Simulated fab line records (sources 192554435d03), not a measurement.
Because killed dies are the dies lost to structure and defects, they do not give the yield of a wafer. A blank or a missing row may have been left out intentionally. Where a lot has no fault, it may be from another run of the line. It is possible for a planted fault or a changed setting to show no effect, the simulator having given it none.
Chamber matching | flow n5Finfet | 4 sister chambers for N5_MOL_CONTACT_COAG_DESCUM_13 on rieDiel-01
The step chemistry O2, time 7 s. 8 wafers are shown with their chamber, then 12 later ones without.

== WAFERS WITH THEIR CHAMBER ==
wafer  | chamber | throttleValvePct (%) | showerheadPlenumPTorr (Torr)
L085.1 | 2       | 21.1                 | 2.01
L085.3 | 3       | 20.2                 | 2.12
L085.6 | 3       | 20.2                 | 2.12
L089.3 | 1       | 20.8                 | 2.16
L089.5 | 0       | 20.4                 | 2.15
L090.2 | 0       | 20.5                 | 2.15
L090.5 | 1       | 20.9                 | 2.16
L090.6 | 2       | 20.7                 | 2.28

== WAFERS WITHOUT THEIR CHAMBER ==
wafer  | throttleValvePct (%) | showerheadPlenumPTorr (Torr)
L091.2 | 20.9                 | 2.16
L091.5 | 20.7                 | 2.28
L091.6 | 20.3                 | 2.12
L092.1 | 20.7                 | 2.27
L092.2 | 20.3                 | 2.12
L092.5 | 20.3                 | 2.12
L093.3 | 20.5                 | 2.15
L093.4 | 20.9                 | 2.15
L093.6 | 20.9                 | 2.15
L096.2 | 20.9                 | 2.15
L096.3 | 20.3                 | 2.11
L096.4 | 20.5                 | 2.14

== CHAMBER TAKEN BY EACH ==
wafer  | from the rows above          | in truth
L091.2 | can't be placed: 2 or 1      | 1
L091.5 | can't be placed: 1 or 2 or 0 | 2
L091.6 | can't be placed: 3 or 0      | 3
L092.1 | can't be placed: 1 or 2 or 0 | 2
L092.2 | can't be placed: 3 or 0      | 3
L092.5 | can't be placed: 3 or 0      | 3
L093.3 | can't be placed: 0 or 3      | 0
L093.4 | can't be placed: 2 or 1      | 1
L093.6 | can't be placed: 2 or 1      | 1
L096.2 | can't be placed: 2 or 1      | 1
L096.3 | can't be placed: 3 or 0      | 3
L096.4 | can't be placed: 0 or 3 or 1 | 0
Correctly placed: 0 of 12. Can't be placed from these rows: 12 (the true chamber is among the candidates in 12). Wrongly placed: 0.
How it was worked out, from the rows above alone: a wafer's distance from a chamber is the root of the sum, over the readings, of the square of ((its reading less the chamber's mean) divided by the reading's scatter). If the next closest chamber is less than 2 further off than the closest, the wafer can't be placed; otherwise it belongs to the closest. A chamber's mean is the mean of its shown wafers. The scatter: take each reading less its chamber's mean, square it, sum over the shown wafers, divide by the number of wafers less the number of chambers, and take the root.
